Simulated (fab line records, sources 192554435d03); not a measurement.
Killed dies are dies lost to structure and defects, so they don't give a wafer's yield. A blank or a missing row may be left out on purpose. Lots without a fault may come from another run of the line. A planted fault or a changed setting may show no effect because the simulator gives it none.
fab line records | flow n5_finfet
record lots=24 wafers=72 last_day=17
route steps=1938 shown STI_FIN_REVEAL@189 DUMMY_GATE@232
lots that met no fault: from a run of the same line without faults
start_h: hours from the record's first day to the start of the lot's first wafer shown | wait_h: hours since the lot's step before | " the same as in the row above | L1.1+2: a row that stands for several wafers | - no value, or no start given | * or withheld: withheld | < > ~ a bound
route shown NAME@n: a module of which the file shows steps, and the number in the route of the first | usual: mean/standard deviation of fault-free wafers | same: alike in all rows | chamber/n: place in a boat | sites: the reading at each site | _std_site: their standard deviation | _edge_site: outer sites' mean less inner sites' | radius_mm: how far each site lies from the wafer's centre | mask NAME#n: copy n | behind: the tool/chamber that last shaped the wafer | hold: why the lot was held/for how many hours/how that ended | device: the transistor (n, p or np) that didn't switch | end of line: the same wafers' tests at the end of the route | a step without rows: its recipe alone | killed: dies lost to structure and defects at the first sort, not the wafer's yield | map: a wafer's dies, x killed, . not, _ none there
set.NAME: the setting as run; set.NAME@STEP: as run at that earlier step | model.NAME: the simulator's own value behind a step, which no gauge read
steps of the route over a sample of lots; a table a step, a row a wafer
services: from which hour (start_h, from the record's first day; less than 0 if before it) a tool's chamber was out of use, for how many hours, and why
## steps
# step N5_STI_FIN_REVEAL_DENSIFY_30
# recipe temp_c=* time_s=* ambient=N2 idle_temp_c=600 ramp_up_c_per_s=150 ramp_down_c_per_s=60 cool_to_c=600
# usual lamp_power_pct=11.53/0.053 wafer_temp_C_max=*
# columns lot.wafer tool chamber start_h wait_h lamp_power_pct wafer_temp_C_max
L074.1 rtp_anneal-01 0 36.13 0.1 11.52 *
L074.3 " 0 " " 11.46 *
L074.6 " 0 " " 11.46 *
L075.1 rtp_anneal-01 0 42.43 0.0 11.50 *
L075.4 " 0 " " 11.51 *
L075.5 " 0 " " 11.55 *
L076.4 rtp_anneal-02 0 47.21 0.1 11.51 *
L076.5 " 0 " " 11.54 *
L076.6 " 0 " " 11.54 *
L077.2 rtp_anneal-02 0 52.14 0.1 11.57 *
L077.3 " 0 " " 11.51 *
L077.6 " 0 " " 11.54 *
L078.1 rtp_anneal-02 0 62.60 0.2 11.53 *
L078.5 " 0 " " 11.57 *
L078.6 " 0 " " 11.56 *
L079.1 rtp_anneal-01 0 63.57 0.0 11.58 *
L079.4 " 0 " " 11.42 *
L079.5 " 0 " " 11.42 *
L081.2 rtp_anneal-01 0 77.49 0.1 11.56 *
L081.3 " 0 " " 11.56 *
L081.6 " 0 " " 11.53 *
L080.3 rtp_anneal-01 0 77.79 0.1 11.55 *
L080.4 " 0 " " 11.50 *
L080.5 " 0 " " 11.58 *
L082.3 rtp_anneal-02 0 81.66 0.1 11.54 *
L082.5 " 0 " " 11.49 *
L082.6 " 0 " " 11.56 *
L083.2 rtp_anneal-01 0 91.68 0.1 11.49 *
L083.3 " 0 " " 11.54 *
L083.5 " 0 " " 11.48 *
L084.2 rtp_anneal-02 0 96.23 0.1 11.58 *
L084.3 " 0 " " 11.55 *
L084.5 " 0 " " 11.60 *
L085.1 rtp_anneal-02 0 102.10 0.0 11.64 *
L085.4 " 0 " " 11.46 *
L085.5 " 0 " " 11.57 *
L086.2 rtp_anneal-02 0 108.47 0.1 11.51 *
L086.3 " 0 " " 11.51 *
L086.6 " 0 " " 11.44 *
L087.1 rtp_anneal-01 0 112.68 0.2 11.48 *
L087.5 " 0 " " 11.57 *
L087.6 " 0 " " 11.53 *
L088.4 rtp_anneal-02 0 118.61 0.1 11.62 *
L088.5 " 0 " " 11.64 *
L088.6 " 0 " " 11.54 *
L089.1 rtp_anneal-01 0 124.62 0.5 11.59 *
L089.3 " 0 " " 11.52 *
L089.5 " 0 " " 11.52 *
L090.4 rtp_anneal-01 0 129.78 0.2 11.54 *
L090.5 " 0 " " 11.50 *
L090.6 " 0 " " 11.65 *
L091.2 rtp_anneal-02 0 138.52 0.1 11.56 *
L091.4 " 0 " " 11.44 *
L091.6 " 0 " " 11.54 *
L092.1 rtp_anneal-01 0 143.64 0.2 11.46 *
L092.2 " 0 " " 11.65 *
L092.3 " 0 " " 11.53 *
L093.2 rtp_anneal-01 0 147.48 0.1 11.58 *
L093.4 " 0 " " 11.65 *
L093.5 " 0 " " 11.52 *
L094.1 rtp_anneal-02 0 153.34 0.0 11.54 *
L094.4 " 0 " " 11.46 *
L094.5 " 0 " " 11.60 *
L095.2 rtp_anneal-01 0 158.64 0.1 11.56 *
L095.5 " 0 " " 11.57 *
L095.6 " 0 " " 11.49 *
L096.2 rtp_anneal-01 0 166.43 0.2 11.53 *
L096.4 " 0 " " 11.56 *
L096.5 " 0 " " 11.54 *
L097.3 rtp_anneal-01 0 172.35 0.1 11.59 *
L097.4 " 0 " " 11.46 *
L097.5 " 0 " " 11.46 *
# step N5_STI_FIN_REVEAL_CD_MEAS_22
# recipe target_cd_nm=6.238 pitch_nm=28 polarity=line
# usual cd_nm=6.3/0.32
# columns lot.wafer tool chamber start_h wait_h cd_nm
L074.1 cd_sem-02 - 39.82 0.0 6.5
L074.3 " - " " 6.2
L074.6 " - " " 6.6
L075.1 cd_sem-02 - 45.57 0.0 6.5
L075.4 " - " " 6.7
L075.5 " - " " 5.7
L076.4 cd_sem-01 - 50.26 0.0 5.9
L076.5 " - " " 6.1
L076.6 " - " " 6.2
L077.2 cd_sem-03 - 55.27 0.0 6.2
L077.3 " - " " 5.6
L077.6 " - " " 5.9
L078.1 cd_sem-02 - 65.97 0.0 6.4
L078.5 " - " " 6.5
L078.6 " - " " 6.5
L079.1 cd_sem-01 - 67.86 0.0 6.6
L079.4 " - " " 6.8
L079.5 " - " " 6.6
L081.2 cd_sem-03 - 80.90 0.0 5.9
L081.3 " - " " 6.2
L081.6 " - " " 6.3
L080.3 cd_sem-01 - 82.53 0.0 6.4
L080.4 " - " " 6.1
L080.5 " - " " 6.0
L082.3 cd_sem-02 - 85.61 0.0 6.8
L082.5 " - " " 6.7
L082.6 " - " " 6.2
L083.2 cd_sem-01 - 94.79 0.0 6.3
L083.3 " - " " 6.6
L083.5 " - " " 6.1
L084.2 cd_sem-01 - 99.34 0.0 6.3
L084.3 " - " " 5.9
L084.5 " - " " 6.6
L085.1 cd_sem-03 - 105.23 0.0 6.8
L085.4 " - " " 6.1
L085.5 " - " " 6.9
L086.2 cd_sem-01 - 111.58 0.0 6.5
L086.3 " - " " 6.7
L086.6 " - " " 6.4
L087.1 cd_sem-02 - 115.83 0.0 6.7
L087.5 " - " " 5.9
L087.6 " - " " 6.3
L088.4 cd_sem-02 - 121.71 0.0 6.6
L088.5 " - " " 5.9
L088.6 " - " " 6.5
L089.1 cd_sem-02 - 127.98 0.0 6.5
L089.3 " - " " 6.4
L089.5 " - " " 5.9
L090.4 cd_sem-02 - 132.85 0.0 6.0
L090.5 " - " " 6.2
L090.6 " - " " 6.0
L091.2 cd_sem-02 - 141.96 0.0 6.2
L091.4 " - " " 6.3
L091.6 " - " " 6.3
L092.1 cd_sem-01 - 146.78 0.0 6.8
L092.2 " - " " 6.2
L092.3 " - " " 6.4
L093.2 cd_sem-01 - 150.74 0.0 6.5
L093.4 " - " " 6.8
L093.5 " - " " 5.9
L094.1 cd_sem-02 - 156.52 0.0 6.2
L094.4 " - " " 6.1
L094.5 " - " " 6.2
L095.2 cd_sem-02 - 161.75 0.0 6.4
L095.5 " - " " 5.8
L095.6 " - " " 6.9
L096.2 cd_sem-01 - 169.53 0.0 6.0
L096.4 " - " " 6.8
L096.5 " - " " 5.8
L097.3 cd_sem-03 - 175.45 0.0 6.5
L097.4 " - " " 5.9
L097.5 " - " " 6.2
# step N5_DUMMY_GATE_OVL_MEAS_16
# recipe points_per_wafer=522
# usual GATE_OVL=0.0/0.77
# columns lot.wafer tool chamber start_h wait_h GATE_OVL[nm]
L074.1 overlay-02 0 48.58 0.0 0.7
L074.3 " 0 " " 0.0
L074.6 " 0 " " 1.1
L075.1 overlay-02 0 54.21 0.0 0.2
L075.4 " 0 " " -0.2
L075.5 " 0 " " 0.3
L076.4 overlay-01 0 59.12 0.0 -0.3
L076.5 " 0 " " -1.2
L076.6 " 0 " " -1.1
L077.2 overlay-02 0 64.18 0.0 0.4
L077.3 " 0 " " -0.9
L077.6 " 0 " " -0.3
L078.1 overlay-02 0 74.75 0.0 -0.5
L078.5 " 0 " " -1.3
L078.6 " 0 " " -0.5
L079.1 overlay-02 0 76.52 0.0 -0.4
L079.4 " 0 " " -0.6
L079.5 " 0 " " -0.2
L081.2 overlay-01 0 89.67 0.0 1.9
L081.3 " 0 " " 0.4
L081.6 " 0 " " 0.9
L080.3 overlay-02 0 93.57 0.0 -0.7
L080.4 " 0 " " -0.3
L080.5 " 0 " " -0.3
L082.3 overlay-01 0 95.47 0.0 -1.3
L082.5 " 0 " " -0.2
L082.6 " 0 " " 0.5
L083.2 overlay-02 0 104.49 0.0 -1.1
L083.3 " 0 " " 0.5
L083.5 " 0 " " -1.3
L084.2 overlay-02 0 109.27 0.0 1.0
L084.3 " 0 " " -0.3
L084.5 " 0 " " 0.3
L085.1 overlay-02 0 113.90 0.0 0.8
L085.4 " 0 " " 1.1
L085.5 " 0 " " 1.0
L086.2 overlay-01 0 121.82 0.0 0.4
L086.3 " 0 " " -0.3
L086.6 " 0 " " 0.5
L087.1 overlay-01 0 124.80 0.0 -1.7
L087.5 " 0 " " -1.0
L087.6 " 0 " " 0.1
L088.4 overlay-02 0 130.35 0.0 0.0
L088.5 " 0 " " -0.6
L088.6 " 0 " " 0.1
L089.1 overlay-02 0 136.77 0.0 -0.8
L089.3 " 0 " " 0.8
L089.5 " 0 " " 0.0
L090.4 overlay-01 0 141.52 0.0 -0.3
L090.5 " 0 " " -0.8
L090.6 " 0 " " 0.5
L091.2 overlay-01 0 152.54 0.0 -0.5
L091.4 " 0 " " -0.2
L091.6 " 0 " " -0.1
L092.1 overlay-01 0 157.17 0.0 1.4
L092.2 " 0 " " 0.6
L092.3 " 0 " " 1.4
L093.2 overlay-01 0 160.45 0.0 -0.1
L093.4 " 0 " " 0.1
L093.5 " 0 " " -0.3
L094.1 overlay-01 0 165.16 0.0 -0.2
L094.4 " 0 " " -0.3
L094.5 " 0 " " -0.1
L095.2 overlay-01 0 170.53 0.0 -0.3
L095.5 " 0 " " 0.1
L095.6 " 0 " " -1.0
L096.2 overlay-02 0 180.00 0.0 -1.5
L096.4 " 0 " " 0.0
L096.5 " 0 " " 0.2
L097.3 overlay-01 0 186.44 0.0 0.8
L097.4 " 0 " " -0.1
L097.5 " 0 " " 0.9
# step N5_DUMMY_GATE_ETCH_29
# recipe chemistry=N2/H2 target=underlayer target_depth_a=130 ion_energy_ev=200 pressure_mtorr=30 source_w=840 bias_w=150 n2_flow_sccm=200 h2_flow_sccm=200
# usual drypump_motor_current_A=5.8/0.6 h2_flow_sccm=199.9/0.54 oes_product_au=0.82/0.11 rf_vpp_V=523.2/1.8 showerhead_plenum_p_Torr=2.52/0.056 throttle_valve_pct=17.86/0.23
# columns lot.wafer tool chamber start_h wait_h drypump_motor_current_A h2_flow_sccm oes_product_au rf_hours_counter_h rf_vpp_V showerhead_plenum_p_Torr throttle_valve_pct
L074.1 rie_diel-05 1 48.74 0.0 5.4 200.5 0.89 13 525.5 2.58 17.40
L074.3 " 3 " " 5.5 200.3 0.70 235 526.8 2.64 18.21
L074.6 " 3 " " 5.5 200.6 0.70 - 526.7 2.64 18.23
L075.1 rie_diel-05 0 54.37 0.0 6.4 200.1 0.83 62 521.9 2.49 18.06
L075.4 " 2 " " 5.8 200.9 0.94 8 525.7 2.60 17.45
L075.5 " 0 " " 6.4 199.0 0.83 - 522.4 2.49 18.08
L076.4 rie_diel-05 0 59.29 0.0 6.4 199.6 0.83 63 522.2 2.49 18.06
L076.5 " 2 " " 5.7 199.3 0.94 - 525.6 2.60 17.46
L076.6 " 3 " " 5.5 200.5 0.69 - 525.2 2.64 18.24
L077.2 rie_diel-01 3 64.34 0.0 6.3 200.2 0.78 89 521.8 2.47 17.76
L077.3 " 2 " " 5.7 200.4 0.99 1 524.7 2.48 17.55
L077.6 " 3 " " 6.3 200.2 0.78 - 521.6 2.47 17.75
L078.1 rie_diel-03 0 74.90 0.0 6.6 199.9 0.71 206 523.2 2.50 17.85
L078.5 " 0 " " 6.5 200.5 0.70 - 522.2 2.50 17.86
L078.6 " 2 " " 5.2 199.7 0.76 - 525.6 2.53 18.07
L079.1 rie_diel-03 3 76.79 0.0 6.4 201.0 0.69 254 523.8 2.52 17.95
L079.4 " 0 " " 6.6 200.4 0.70 - 522.7 2.50 17.88
L079.5 " 2 " " 5.2 199.3 0.75 - 523.3 2.53 18.08
L081.2 rie_diel-03 0 89.83 0.0 6.5 198.8 0.70 212 523.0 2.50 17.90
L081.3 " 2 " " 5.2 199.2 0.76 171 522.1 2.53 18.10
L081.6 " 0 " " 6.6 199.0 0.70 - 522.5 2.50 17.88
L080.3 rie_diel-05 2 93.99 0.0 5.7 200.2 0.92 19 526.9 2.60 17.47
L080.4 " 0 " " 6.4 199.9 0.82 74 520.0 2.49 18.07
L080.5 " 2 " " 5.7 200.0 0.91 - 525.3 2.59 17.46
L082.3 rie_diel-01 2 95.62 0.0 5.6 199.3 0.93 12 522.6 2.48 17.58
L082.5 " 2 " " 5.6 200.4 0.94 - 522.3 2.48 17.56
L082.6 " 1 " " 5.7 200.5 0.69 - 521.2 2.40 17.89
L083.2 rie_diel-03 2 104.64 0.0 5.2 200.8 0.75 175 523.1 2.52 18.10
L083.3 " 1 " " 4.7 199.7 0.96 8 523.6 2.51 18.00
L083.5 " 2 " " 5.2 199.2 0.76 - 523.3 2.52 18.09
L084.2 rie_diel-05 0 109.42 0.0 6.4 199.4 0.80 80 520.5 2.48 18.07
L084.3 " 2 " " 5.7 199.3 0.91 24 524.8 2.59 17.49
L084.5 " 1 " " 5.4 199.6 0.84 - 525.3 2.58 17.42
L085.1 rie_diel-03 0 114.06 0.0 6.6 199.6 0.70 219 523.9 2.50 17.90
L085.4 " 3 " " 6.4 199.2 0.99 4 522.2 2.52 17.65
L085.5 " 0 " " 6.5 199.9 0.70 - 521.5 2.50 17.89
L086.2 rie_diel-05 1 121.97 0.0 5.4 199.9 0.83 35 524.8 2.57 17.46
L086.3 " 3 " " 5.5 199.6 1.04 2 525.7 2.64 17.96
L086.6 " 3 " " 5.5 199.3 1.03 - 526.0 2.64 17.97
L087.1 rie_diel-03 2 124.95 0.0 5.3 200.0 0.75 181 523.7 2.52 18.09
L087.5 " 3 " " 6.4 199.3 0.99 - 523.0 2.52 17.65
L087.6 " 0 " " 6.5 200.1 0.70 - 522.5 2.50 17.91
L088.4 rie_diel-03 1 130.51 0.1 4.7 200.1 0.94 - 522.9 2.51 18.01
L088.5 " 2 " " 5.2 200.1 0.76 - 522.7 2.52 18.10
L088.6 " 0 " " 6.6 200.0 0.71 - 522.3 2.50 17.91
L089.1 rie_diel-05 3 136.93 0.0 5.5 200.2 1.01 7 525.0 2.64 17.97
L089.3 " 1 " " 5.4 200.1 0.82 40 526.4 2.57 17.45
L089.5 " 2 " " 5.7 199.5 0.90 - 525.7 2.59 17.49
L090.4 rie_diel-05 0 141.65 0.0 6.4 200.4 0.80 89 520.5 2.48 18.11
L090.5 " 2 " " 5.7 199.4 0.90 - 525.4 2.59 17.50
L090.6 " 3 " " 5.5 199.9 1.00 - 527.0 2.63 17.98
L091.2 rie_diel-03 0 152.85 0.0 6.6 200.5 0.69 230 523.1 2.49 17.91
L091.4 " 3 " " 6.4 200.0 0.97 12 523.4 2.52 17.64
L091.6 " 1 " " 4.7 201.3 0.92 - 521.6 2.50 18.02
L092.1 rie_diel-01 0 157.50 0.0 6.1 201.0 0.75 147 525.7 2.53 17.86
L092.2 " 1 " " 5.7 200.7 0.68 225 519.3 2.40 17.94
L092.3 " 3 " " 6.4 199.3 0.75 119 521.4 2.46 17.81
L093.2 rie_diel-03 3 160.96 0.0 6.4 199.5 0.96 16 522.4 2.51 17.65
L093.4 " 1 " " 4.7 200.2 0.92 24 522.7 2.50 18.02
L093.5 " 0 " " 6.6 200.2 0.69 - 521.2 2.49 17.92
L094.1 rie_diel-03 1 165.32 0.0 4.7 199.4 0.91 25 522.9 2.50 18.04
L094.4 " 2 " " 5.2 200.1 0.73 193 523.4 2.52 18.11
L094.5 " 1 " " 4.7 198.7 0.91 - 521.8 2.50 18.05
L095.2 rie_diel-01 2 170.68 0.0 5.6 199.6 0.89 35 521.4 2.47 17.60
L095.5 " 0 " " 6.0 200.5 0.75 - 523.6 2.53 17.89
L095.6 " 3 " " 6.3 200.4 0.75 - 520.5 2.45 17.80
L096.2 rie_diel-03 2 180.16 0.0 5.2 200.1 0.74 198 521.9 2.51 18.12
L096.4 " 3 " " 6.4 199.9 0.94 22 523.6 2.51 17.66
L096.5 " 1 " " 4.7 199.9 0.90 - 522.4 2.50 18.06
L097.3 rie_diel-01 2 186.62 0.0 5.7 199.2 0.88 39 521.4 2.47 17.62
L097.4 " 3 " " 6.3 198.6 0.74 128 521.3 2.45 17.84
L097.5 " 3 " " 6.3 199.8 0.74 - 522.7 2.45 17.83
# step N5_DUMMY_GATE_ETCH_36
# recipe chemistry=CF4 target=SiARC target_depth_a=130 pressure_mtorr=40 source_w=545 bias_w=36 Ar_flow_sccm=100 cf4_flow_sccm=100 ion_energy_ev=80
# usual cf4_flow_sccm=100.02/0.29 drypump_motor_current_A=5.8/0.59 mfc_ar_sccm=99.98/0.29 oes_product_au=0.82/0.11 rf_vpp_V=183.9/1 showerhead_plenum_p_Torr=2.13/0.042 throttle_valve_pct=15.57/0.28
# columns lot.wafer tool chamber start_h wait_h cf4_flow_sccm drypump_motor_current_A mfc_ar_sccm oes_product_au rf_hours_counter_h rf_vpp_V showerhead_plenum_p_Torr throttle_valve_pct
L074.1 rie_diel-05 1 48.78 0.0 99.47 5.4 99.77 0.89 13 186.5 2.19 15.24
L074.3 " 3 " " 99.64 5.5 100.11 0.71 235 185.6 2.20 15.85
L074.6 " 3 " " 99.74 5.5 100.08 0.70 - 184.3 2.20 15.87
L075.1 rie_diel-05 0 54.41 0.0 99.91 6.4 99.69 0.83 62 184.2 2.09 15.61
L075.4 " 2 " " 100.15 5.7 99.80 0.95 8 184.5 2.17 15.01
L075.5 " 0 " " 100.06 6.4 100.11 0.83 - 183.4 2.09 15.62
L076.4 rie_diel-05 0 59.33 0.0 99.93 6.4 100.17 0.82 63 182.8 2.09 15.63
L076.5 " 2 " " 99.76 5.7 99.74 0.93 - 183.5 2.17 15.00
L076.6 " 3 " " 100.05 5.5 99.60 0.69 - 184.4 2.20 15.86
L077.2 rie_diel-01 3 64.38 0.0 100.30 6.3 100.48 0.78 89 184.0 2.08 15.50
L077.3 " 2 " " 99.92 5.6 100.40 0.99 1 182.5 2.10 15.30
L077.6 " 3 " " 100.35 6.3 100.76 0.78 - 182.7 2.08 15.49
L078.1 rie_diel-03 0 74.94 0.0 100.02 6.5 100.24 0.72 206 183.9 2.15 15.89
L078.5 " 0 " " 100.29 6.5 100.12 0.71 - 184.3 2.15 15.89
L078.6 " 2 " " 99.89 5.2 99.87 0.76 - 184.4 2.14 15.74
L079.1 rie_diel-03 3 76.83 0.0 99.82 6.4 100.15 0.69 254 183.9 2.11 15.54
L079.4 " 0 " " 100.38 6.5 100.50 0.71 - 183.9 2.15 15.91
L079.5 " 2 " " 100.69 5.2 100.15 0.76 - 183.4 2.14 15.75
L081.2 rie_diel-03 0 89.87 0.0 99.38 6.5 99.92 0.71 212 185.7 2.15 15.89
L081.3 " 2 " " 100.09 5.2 100.50 0.74 171 184.0 2.14 15.77
L081.6 " 0 " " 99.81 6.6 99.76 0.71 - 182.4 2.15 15.91
L080.3 rie_diel-05 2 94.03 0.0 99.68 5.8 100.15 0.92 19 184.5 2.16 15.02
L080.4 " 0 " " 100.00 6.4 99.92 0.82 74 181.5 2.08 15.63
L080.5 " 2 " " 99.69 5.8 100.16 0.91 - 184.1 2.16 15.00
L082.3 rie_diel-01 2 95.66 0.0 100.01 5.6 99.81 0.93 12 183.4 2.09 15.32
L082.5 " 2 " " 100.18 5.6 100.26 0.94 - 181.9 2.09 15.32
L082.6 " 1 " " 99.91 5.7 100.20 0.69 - 182.9 2.04 15.69
L083.2 rie_diel-03 2 104.68 0.0 100.04 5.2 99.97 0.75 175 184.2 2.14 15.76
L083.3 " 1 " " 100.17 4.7 100.04 0.96 8 181.9 2.12 15.67
L083.5 " 2 " " 100.09 5.2 99.66 0.75 - 185.3 2.14 15.76
L084.2 rie_diel-05 0 109.46 0.0 100.08 6.4 99.80 0.80 80 183.6 2.08 15.65
L084.3 " 2 " " 99.95 5.7 99.73 0.90 24 184.4 2.16 15.02
L084.5 " 1 " " 99.40 5.5 99.77 0.84 - 182.9 2.18 15.28
L085.1 rie_diel-03 0 114.10 0.0 100.03 6.5 99.73 0.70 219 185.2 2.15 15.90
L085.4 " 3 " " 99.61 6.4 100.40 0.99 4 182.6 2.11 15.10
L085.5 " 0 " " 100.71 6.5 99.40 0.71 - 184.6 2.15 15.92
L086.2 rie_diel-05 1 122.01 0.0 100.32 5.4 100.10 0.84 35 183.9 2.18 15.29
L086.3 " 3 " " 101.22 5.4 99.82 1.04 2 184.4 2.20 15.47
L086.6 " 3 " " 100.25 5.4 100.14 1.04 - 184.4 2.20 15.46
L087.1 rie_diel-03 2 124.99 0.0 99.95 5.2 100.34 0.74 181 185.0 2.14 15.76
L087.5 " 3 " " 100.01 6.4 100.05 0.99 - 182.6 2.11 15.10
L087.6 " 0 " " 99.79 6.5 99.69 0.70 - 184.1 2.15 15.93
L088.4 rie_diel-03 1 130.55 0.0 100.18 4.7 100.50 0.96 - 183.4 2.12 15.70
L088.5 " 2 " " 100.25 5.2 100.04 0.76 - 182.5 2.14 15.76
L088.6 " 0 " " 99.85 6.5 100.10 0.70 - 183.8 2.15 15.91
L089.1 rie_diel-05 3 136.97 0.0 99.81 5.5 99.77 1.01 7 184.3 2.20 15.47
L089.3 " 1 " " 100.06 5.4 100.51 0.84 40 183.5 2.18 15.28
L089.5 " 2 " " 100.43 5.7 100.10 0.89 - 186.5 2.16 15.03
L090.4 rie_diel-05 0 141.69 0.0 100.08 6.4 100.04 0.80 89 185.0 2.08 15.66
L090.5 " 2 " " 100.00 5.7 99.87 0.88 - 183.3 2.16 15.03
L090.6 " 3 " " 100.25 5.4 100.53 1.00 - 185.1 2.20 15.47
L091.2 rie_diel-03 0 152.89 0.0 100.02 6.5 99.65 0.69 230 184.0 2.14 15.94
L091.4 " 3 " " 100.10 6.4 100.05 0.98 12 184.4 2.11 15.13
L091.6 " 1 " " 100.36 4.7 99.92 0.93 - 185.3 2.11 15.70
L092.1 rie_diel-01 0 157.54 0.0 100.19 6.0 100.09 0.73 147 184.9 2.14 15.67
L092.2 " 1 " " 99.89 5.7 100.18 0.68 225 183.5 2.03 15.72
L092.3 " 3 " " 100.41 6.3 100.02 0.74 119 184.0 2.07 15.55
L093.2 rie_diel-03 3 161.00 0.0 100.01 6.4 100.28 0.98 16 183.3 2.11 15.13
L093.4 " 1 " " 99.75 4.7 99.85 0.92 24 183.6 2.11 15.71
L093.5 " 0 " " 99.60 6.5 100.12 0.70 - 182.3 2.14 15.94
L094.1 rie_diel-03 1 165.36 0.0 99.99 4.7 99.76 0.92 25 183.6 2.11 15.71
L094.4 " 2 " " 99.60 5.2 99.88 0.74 193 183.8 2.13 15.79
L094.5 " 1 " " 99.88 4.7 99.89 0.93 - 185.4 2.11 15.71
L095.2 rie_diel-01 2 170.72 0.0 99.90 5.6 100.26 0.88 35 182.4 2.09 15.34
L095.5 " 0 " " 99.78 6.0 99.68 0.74 - 184.3 2.14 15.69
L095.6 " 3 " " 100.12 6.3 100.31 0.75 - 181.6 2.07 15.56
L096.2 rie_diel-03 2 180.20 0.0 99.91 5.2 99.67 0.73 198 183.6 2.13 15.80
L096.4 " 3 " " 100.06 6.4 100.29 0.93 22 184.7 2.10 15.14
L096.5 " 1 " " 100.17 4.7 99.81 0.90 - 183.8 2.11 15.69
L097.3 rie_diel-01 2 186.66 0.0 99.90 5.6 99.84 0.86 39 184.1 2.09 15.37
L097.4 " 3 " " 100.20 6.3 100.07 0.74 128 183.4 2.07 15.56
L097.5 " 3 " " 100.39 6.3 99.39 0.74 - 184.5 2.07 15.58
# step N5_DUMMY_GATE_TRIM_49
# recipe chemistry=O2 resist=SOC time_s=29 target_cd_nm=14 source_power_w=300 bias_power_w=0 O2_flow_sccm=100 temp_c=20
# usual drypump_motor_current_A=5.7/0.4 oes_product_au=1.003/0.018 throttle_valve_pct=8.09/0.11
# same bias_power_w=0
# columns lot.wafer tool chamber start_h wait_h drypump_motor_current_A oes_product_au rf_hours_counter_h throttle_valve_pct
L074.1 rie_si-04 2 48.90 0.0 5.3 0.997 105 8.07
L074.3 " 1 " " 5.0 1.016 170 8.15
L074.6 " 2 " " 5.3 0.994 - 8.06
L075.1 rie_si-01 2 54.53 0.0 5.9 1.020 5 8.01
L075.4 " 3 " " 5.4 1.016 2 7.87
L075.5 " 3 " " 5.4 1.025 - 7.86
L076.4 rie_si-01 0 59.46 0.0 6.6 1.004 55 8.25
L076.5 " 1 " " 5.8 1.019 - 7.97
L076.6 " 2 " " 5.9 1.016 - 8.02
L077.2 rie_si-06 3 64.50 0.0 5.3 0.956 187 8.17
L077.3 " 2 " " 5.6 1.010 154 8.14
L077.6 " 2 " " 5.6 0.999 - 8.15
L078.1 rie_si-01 3 75.07 0.0 5.4 1.015 2 7.87
L078.5 " 1 " " 5.8 1.013 - 7.98
L078.6 " 2 " " 5.9 1.017 - 8.03
L079.1 rie_si-04 0 76.95 0.0 5.7 1.017 87 8.07
L079.4 " 2 " " 5.3 0.997 106 8.09
L079.5 " 2 " " 5.3 0.988 - 8.06
L081.2 rie_si-01 2 89.99 0.0 5.8 1.022 5 8.02
L081.3 " 3 " " 5.4 1.012 2 7.87
L081.6 " 2 " " 5.8 1.020 - 8.02
L080.3 rie_si-04 0 94.15 0.0 5.7 1.007 88 8.08
L080.4 " 1 " " 5.0 1.018 170 8.14
L080.5 " 0 " " 5.7 1.004 - 8.06
L082.3 rie_si-06 1 95.78 0.0 5.6 1.008 129 8.21
L082.5 " 3 " " 5.3 0.967 - 8.19
L082.6 " 0 " " 5.9 0.997 - 8.19
L083.2 rie_si-06 2 104.80 0.0 5.6 1.014 155 8.14
L083.3 " 3 " " 5.3 0.965 188 8.19
L083.5 " 0 " " 5.9 0.988 - 8.18
L084.2 rie_si-01 3 109.58 0.0 5.4 1.010 3 7.88
L084.3 " 0 " " 6.6 0.995 56 8.24
L084.5 " 2 " " 5.9 1.010 - 8.00
L085.1 rie_si-04 0 114.22 0.0 5.7 1.014 88 8.08
L085.4 " 1 " " 4.9 1.020 171 8.16
L085.5 " 3 " " 6.1 0.991 - 8.04
L086.2 rie_si-04 1 122.13 0.0 4.9 1.020 171 8.16
L086.3 " 3 " " 6.1 0.994 8 8.03
L086.6 " 0 " " 5.7 1.016 - 8.08
L087.1 rie_si-04 2 125.11 0.0 5.3 0.999 107 8.07
L087.5 " 3 " " 6.1 0.994 - 8.04
L087.6 " 2 " " 5.3 1.003 - 8.06
L088.4 rie_si-06 2 130.65 0.0 5.6 1.019 155 8.12
L088.5 " 1 " " 5.6 0.981 - 8.21
L088.6 " 2 " " 5.6 1.033 - 8.16
L089.1 rie_si-04 2 137.09 0.0 5.3 0.988 107 8.07
L089.3 " 3 " " 6.1 0.991 9 8.05
L089.5 " 3 " " 6.1 1.001 - 8.04
L090.4 rie_si-06 3 141.81 0.0 5.3 0.971 188 8.18
L090.5 " 3 " " 5.3 0.972 - 8.18
L090.6 " 0 " " 5.9 0.994 - 8.17
L091.2 rie_si-01 1 153.01 0.0 5.8 1.026 43 7.98
L091.4 " 3 " " 5.4 1.007 4 7.87
L091.6 " 2 " " 5.9 1.003 - 8.03
L092.1 rie_si-01 3 157.66 0.0 5.4 1.015 4 7.88
L092.2 " 1 " " 5.8 1.040 43 7.96
L092.3 " 2 " " 5.9 1.016 7 8.03
L093.2 rie_si-01 0 161.13 0.0 6.6 0.994 57 8.26
L093.4 " 3 " " 5.4 1.009 4 7.86
L093.5 " 3 " " 5.4 1.011 - 7.88
L094.1 rie_si-01 2 165.48 0.0 5.9 0.999 7 8.03
L094.4 " 0 " " 6.6 0.991 57 8.27
L094.5 " 2 " " 5.9 1.005 - 8.03
L095.2 rie_si-06 1 170.84 0.0 5.6 1.007 130 8.20
L095.5 " 3 " " 5.3 0.979 - 8.20
L095.6 " 0 " " 5.8 0.991 - 8.18
L096.2 rie_si-06 0 180.32 0.0 5.8 1.001 10 8.20
L096.4 " 1 " " 5.6 1.003 130 8.20
L096.5 " 0 " " 5.9 1.002 - 8.18
L097.3 rie_si-06 1 186.78 0.0 5.6 1.000 130 8.20
L097.4 " 3 " " 5.3 0.967 189 8.20
L097.5 " 2 " " 5.6 1.014 - 8.15
## services
# columns tool chamber start_h hours kind
rie_diel-05 2 21.66 3.6 repair
rie_diel-01 2 27.19 - clean
rie_diel-01 2 27.19 - consumable_replace:focus_ring
rie_diel-03 1 58.48 - clean
rie_diel-03 1 58.48 - consumable_replace:focus_ring
rie_diel-03 1 58.48 21.5 scheduled_down
rie_diel-03 1 58.48 21.5 vent_cycle
rie_si-06 - 75.98 0.6 repair
rie_diel-03 3 80.31 - clean
rie_diel-03 3 80.31 - consumable_replace:focus_ring
rie_diel-03 3 80.31 15.6 scheduled_down
rie_diel-03 3 80.31 15.6 vent_cycle
rie_diel-05 2 84.23 6.4 repair
rie_diel-05 3 98.65 - clean
rie_diel-05 3 98.65 - consumable_replace:focus_ring
rie_diel-05 3 98.65 14.6 scheduled_down
rie_diel-05 3 98.65 14.6 vent_cycle
rie_diel-03 3 101.94 3.8 repair
rie_diel-01 2 125.19 5.3 repair
rie_diel-03 3 130.46 6.6 repair
rie_si-01 - 130.48 0.5 repair
rie_si-06 1 157.07 3.3 repair
rie_diel-05 3 157.68 15.8 repair
rie_si-04 1 179.67 5.7 repair
## key
fault none
